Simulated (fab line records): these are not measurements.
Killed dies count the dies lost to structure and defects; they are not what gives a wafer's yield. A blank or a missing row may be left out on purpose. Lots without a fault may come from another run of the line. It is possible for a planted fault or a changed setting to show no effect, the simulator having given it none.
Split-lot experiment    flow n5-finfet    7 lots, 21 wafers read, on a route of 1938 steps

== THE SPLIT ==
At N5_BEOL_M15_ETCH_61 (etches BARC in N2/H2, target depth 89 nm, overetch 26.7 nm, time 67.9 s), the setting time-s was moved away from the recipe's 67.9 s on 7 of the 21 wafers read, by -19.7% to +13.8%. For the rest of the wafers, this setting stayed at what the recipe calls for.

Reading taken at the split's own step.

== THE READING ==
coat_of_BEOL_M15_COAT_22.thk-nm (the simulator's own value, which no gauge read), in nm, at N5_BEOL_M15_ETCH_61 (etches BARC in N2/H2, target depth 89 nm, overetch 26.7 nm, time 67.9 s). The file does not state a usual value for it. The 14 wafers here that ran the recipe average 720.0 nm, standard deviation 2.2 nm.

wafer   tool, chamber at the split  time-s as run, s  against the recipe  coat_of_BEOL_M15_COAT_22.thk-nm, nm  against lot-mates on the recipe
L076.2  rie-diel-04, 2              60.29             -11.2%              724.6                                +4.6
L076.3  rie-diel-04, 3              60.29             -11.2%              727.4                                +7.4
L076.5  rie-diel-04, 0              67.9              recipe              720                                  -
L078.1  rie-diel-04, 1              77.24             +13.8%              707.2                                -10.8
L078.2  rie-diel-04, 2              77.24             +13.8%              707.4                                -10.6
L078.6  rie-diel-04, 3              67.9              recipe              718                                  -
L082.2  rie-diel-03, 1              67.9              recipe              720.8                                -
L082.3  rie-diel-03, 2              67.9              recipe              719.8                                -
L082.4  rie-diel-03, 0              67.9              recipe              719.6                                -
L083.1  rie-diel-04, 2              67.9              recipe              720.2                                -
L083.2  rie-diel-04, 3              67.9              recipe              723                                  -
L083.5  rie-diel-04, 2              67.9              recipe              717.4                                -
L085.1  rie-diel-03, 0              54.55             -19.7%              735.2                                +12.0
L085.2  rie-diel-03, 2              67.9              recipe              724                                  -
L085.5  rie-diel-03, 1              67.9              recipe              722.4                                -
L090.1  rie-diel-03, 0              62.54             -7.9%               721.6                                +5.8
L090.5  rie-diel-03, 2              62.54             -7.9%               725                                  +9.2
L090.6  rie-diel-03, 0              67.9              recipe              715.8                                -
L093.1  rie-diel-04, 2              67.9              recipe              718.2                                -
L093.3  rie-diel-04, 3              67.9              recipe              719.6                                -
L093.5  rie-diel-04, 1              67.9              recipe              721.2                                -

FIT RESULTS
A straight line over all 21 wafers: coat_of_BEOL_M15_COAT_22.thk-nm changes by -0.75 nm for each +1% of time-s; r = -0.93; the points scatter about the line by 2.3 nm.
The same after taking each lot's own level away (the mean of its wafers on the recipe; 21 wafers): -0.691 nm for each +1%; r = -0.95; scatter 1.6 nm.
Per that fit: largest time-s move, reading shift of 14 nm.
The span of the lots' own levels, 715.80 to 723.20 nm, comes to 3.4 times the standard deviation stated above.
So the lot-to-lot level changes the slope little: the two slopes agree.
Check: with one of the wafers moved furthest among these (-19.7%) left out of the fit, the line predicts +14.2 nm for it against its lot-mates. It came out at +12 nm against them.

== OTHER SPLITS APPLIED TO THESE WAFERS ==
Note: prior to the reading, these wafers also went through further splits. Each is held against what the fit with the lots' levels taken away leaves over:
other split on the same wafers  wafers away from the commonest value  r with coat_of_BEOL_M15_COAT_22.thk-nm (lot level and that fit taken away)
N5_BEOL_M13_EXPOSE_07 dose-mj   4                                     -0.11
N5_BEOL_M14_SPUTTER_44 power-w  8                                     +0.53

== THE FILE'S OWN FIT ==
coat_of_BEOL_M15_COAT_22.thk-nm changes by -0.667 nm for each +1% of time-s, r = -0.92.
